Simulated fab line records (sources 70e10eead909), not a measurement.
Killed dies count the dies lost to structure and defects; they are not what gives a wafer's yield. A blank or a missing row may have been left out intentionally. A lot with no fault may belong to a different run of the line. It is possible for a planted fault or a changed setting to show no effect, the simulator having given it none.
What tool caused it? | flow nandHarc | 42 wafers from 14 lots sampled at 4 of the route's 1302 steps

## WHAT THE GAUGES SHOWED, per wafer
Not one reading of a measure or inspect step in the record can be checked against a usual standard deviation.

## WHICH TOOL RAN EACH LOT (tool, then ch and the chambers of the sampled wafers, then the start)
lot  | NHARC_THIN_TSV_EXPOSE_09         | NHARC_THIN_TSV_ETCH_44            | NHARC_THIN_TSV_ETCH_15          | NHARC_THIN_TSV_DEP_47
L223 | krfScanner-01 ch 0, day 23 19:52 | rieDiel-11 ch 0,1, day 23 20:25   | rieSi-05 ch 0,2,3, day 23 21:14 | pecvd-04 ch 1,2, day 23 22:17
L227 | krfScanner-04 ch 0, day 25 04:19 | rieDiel-07 ch 0,2,3, day 25 04:42 | rieSi-04 ch 0,2,3, day 25 05:16 | pecvd-02 ch 0,1, day 25 06:29
L225 | krfScanner-02 ch 0, day 25 06:46 | rieDiel-07 ch 2,3, day 25 07:10   | rieSi-05 ch 0,3, day 25 07:44   | pecvd-02 ch 0,1,2, day 25 08:47
L233 | krfScanner-01, day 27 07:26      | rieDiel-09 ch 0,1,3, day 27 07:56 | rieSi-05 ch 0,1,2, day 27 08:24 | pecvd-02 ch 0,1, day 27 09:29
L232 | krfScanner-04, day 27 08:35      | rieDiel-09 ch 0,2,3, day 27 09:02 | rieSi-03 ch 0,1,2, day 27 09:34 | pecvd-01 ch 0,1,2, day 27 10:41
L235 | krfScanner-02 ch 0, day 28 20:34 | rieDiel-11 ch 0,3, day 28 21:01   | rieSi-04 ch 1,2,3, day 28 21:34 | pecvd-04 ch 0,1,2, day 28 22:37
L236 | krfScanner-01 ch 0, day 29 09:28 | rieDiel-11 ch 1,2, day 29 09:52   | rieSi-04 ch 0,1,3, day 29 10:28 | pecvd-02 ch 1,2, day 29 11:27
L238 | krfScanner-01 ch 0, day 29 18:28 | rieDiel-07 ch 0,1,2, day 29 18:56 | rieSi-03 ch 0,1,2, day 29 19:26 | pecvd-02 ch 0,2, day 29 20:28
L239 | krfScanner-01 ch 0, day 30 03:19 | rieDiel-11 ch 0,2,3, day 30 03:50 | rieSi-05 ch 1,2, day 30 04:17   | pecvd-04 ch 0,1, day 30 05:17
L242 | krfScanner-02 ch 0, day 30 20:52 | rieDiel-11 ch 1,2, day 30 21:16   | rieSi-03 ch 1,2,3, day 30 21:52 | pecvd-04 ch 0,2, day 30 22:51
L241 | krfScanner-02 ch 0, day 31 00:58 | rieDiel-07 ch 0,3, day 31 01:25   | rieSi-03 ch 1,2,3, day 31 01:58 | pecvd-04 ch 0,1, day 31 03:05
L243 | krfScanner-02 ch 0, day 32 02:17 | rieDiel-09 ch 0,1, day 32 02:43   | rieSi-03 ch 0,2,3, day 32 03:16 | pecvd-04 ch 0,1,2, day 32 04:23
L245 | krfScanner-04 ch 0, day 32 14:55 | rieDiel-11 ch 0,1,2, day 32 15:27 | rieSi-05 ch 1,3, day 32 15:55   | pecvd-01 ch 1,2, day 32 16:56
L246 | krfScanner-02 ch 0, day 33 05:43 | rieDiel-07 ch 1,2,3, day 33 06:14 | rieSi-04 ch 0,2,3, day 33 06:43 | pecvd-04 ch 0,1,2, day 33 07:52
- NHARC_THIN_TSV_EXPOSE_09: exposes mask TSV.
- NHARC_THIN_TSV_ETCH_44: etches the open film in CF4/O2, target depth 1594.2 nm, time 797.1 s.
- NHARC_THIN_TSV_ETCH_15: target depth 3000 nm, bosch target overetch cycles 2, bosch etch step 2.8 s.
- NHARC_THIN_TSV_DEP_47: deposits SiO2, target thk 200 nm.

## AS READ BY THE TOOLS THEMSELVES (means over the sampled wafers that have a number; for cases with no such wafer, the mark the record gives instead)
NHARC_THIN_TSV_EXPOSE_09.
lot  | tool          | exposureDoseMJCm2 | focusOffsetNm (nm)
L223 | krfScanner-01 | 30.685            | -0.2
L227 | krfScanner-04 | 30.731            | -0.4
L225 | krfScanner-02 | 30.679            | 0.5
L233 | krfScanner-01 | -                 | -
L232 | krfScanner-04 | -                 | -
L235 | krfScanner-02 | 30.701            | 0.1
L236 | krfScanner-01 | 30.688            | -0.0
L238 | krfScanner-01 | 30.665            | 0.0
L239 | krfScanner-01 | 30.722            | -0.8
L242 | krfScanner-02 | 30.709            | -0.6
L241 | krfScanner-02 | 30.708            | -0.5
L243 | krfScanner-02 | 30.728            | 0.1
L245 | krfScanner-04 | 30.675            | 0.3
L246 | krfScanner-02 | 30.679            | -0.4

NHARC_THIN_TSV_ETCH_44.
lot  | tool       | drypumpMotorCurrentA (A) | oesProductAu (a.u.) | rfFwdPowerW (W) | rfVppV (V) | showerheadPlenumPTorr (Torr) | throttleValvePct (%)
L223 | rieDiel-11 | 5.9                      | 0.994               | 299.9           | 792        | 1.79                         | 16.917
L227 | rieDiel-07 | 5.5                      | 1.002               | 300.6           | 793        | 1.81                         | 16.926
L225 | rieDiel-07 | 5.6                      | 1.000               | 299.2           | 794        | 1.80                         | 16.916
L233 | rieDiel-09 | 5.8                      | 0.995               | 300.2           | 793        | 1.81                         | 16.921
L232 | rieDiel-09 | 5.8                      | 1.006               | 299.2           | 793        | 1.82                         | 16.912
L235 | rieDiel-11 | 5.4                      | 0.981               | 299.4           | 788        | 1.74                         | 16.921
L236 | rieDiel-11 | 5.8                      | 1.001               | 299.3           | 800        | 1.93                         | 16.916
L238 | rieDiel-07 | 5.9                      | 0.998               | 300.1           | 796        | 1.85                         | 16.916
L239 | rieDiel-11 | 5.6                      | 0.999               | 300.4           | 793        | 1.81                         | 16.918
L242 | rieDiel-11 | 5.9                      | 1.008               | 300.0           | 800        | 1.93                         | 16.912
L241 | rieDiel-07 | 5.2                      | 1.005               | 299.5           | 793        | 1.81                         | 16.913
L243 | rieDiel-09 | 5.9                      | 0.997               | 299.3           | 788        | 1.73                         | 16.913
L245 | rieDiel-11 | 5.9                      | 1.001               | 299.7           | 797        | 1.86                         | 16.922
L246 | rieDiel-07 | 6.1                      | 0.999               | 299.6           | 795        | 1.84                         | 16.908

NHARC_THIN_TSV_ETCH_15.
lot  | tool     | drypumpMotorCurrentA (A)
L223 | rieSi-05 | 5.3
L227 | rieSi-04 | 5.8
L225 | rieSi-05 | 5.1
L233 | rieSi-05 | 5.4
L232 | rieSi-03 | 5.8
L235 | rieSi-04 | 5.7
L236 | rieSi-04 | 5.4
L238 | rieSi-03 | 5.8
L239 | rieSi-05 | 5.5
L242 | rieSi-03 | 5.8
L241 | rieSi-03 | 5.8
L243 | rieSi-03 | 5.7
L245 | rieSi-05 | 4.9
L246 | rieSi-04 | 5.8

NHARC_THIN_TSV_DEP_47.
lot  | tool     | rfFwdPowerW (W) | throttleValvePct (%)
L223 | pecvd-04 | 900.8           | 16.4
L227 | pecvd-02 | 896.8           | 16.0
L225 | pecvd-02 | 899.0           | 16.2
L233 | pecvd-02 | 899.9           | 16.0
L232 | pecvd-01 | 897.6           | 16.5
L235 | pecvd-04 | 897.1           | 16.0
L236 | pecvd-02 | 899.3           | 15.9
L238 | pecvd-02 | 900.5           | 15.9
L239 | pecvd-04 | 898.4           | 15.9
L242 | pecvd-04 | 897.3           | 16.1
L241 | pecvd-04 | 895.9           | 16.2
L243 | pecvd-04 | 896.6           | 16.2
L245 | pecvd-01 | 898.9           | 16.4
L246 | pecvd-04 | 899.9           | 16.1

## THE ANSWER, worked out from the rows above alone
Rule: the lots themselves supply what counts as usual. Put in order of their means at a reading, lots are off if they are a third of the lots or fewer, leave a main group of 4 or more, and stand apart from it by a gap of 3 or more times the standard deviation of the main group's means; of several such gaps the widest counts. A main group whose means are all the same, to the digits that the tables above print for the reading, isn't used. Also off: a lot with no number at a reading for which 4 or more lots have one. Where the step has rows for the other lots, those lots are counted as sound. After the gauges, taken in route order, come the tools' own readings; for these a lot's mean is taken, as printed above. The first step at which some lot is off is used, and at that step the reading that is off furthest; a lot without a number counts as furthest.
Off: L233, L232 (NHARC_THIN_TSV_EXPOSE_09, exposureDoseMJCm2). Without a number there: L233, L232. Mean 30.697 and standard deviation 0.021 in the main group.
If a tool, at that step or one of the process steps before it, ran each lot that is off and ran no sound lot following the first of them, it fits. Not one of the candidates tried fits.

## WHAT WAS PUT IN BY THE SIMULATOR
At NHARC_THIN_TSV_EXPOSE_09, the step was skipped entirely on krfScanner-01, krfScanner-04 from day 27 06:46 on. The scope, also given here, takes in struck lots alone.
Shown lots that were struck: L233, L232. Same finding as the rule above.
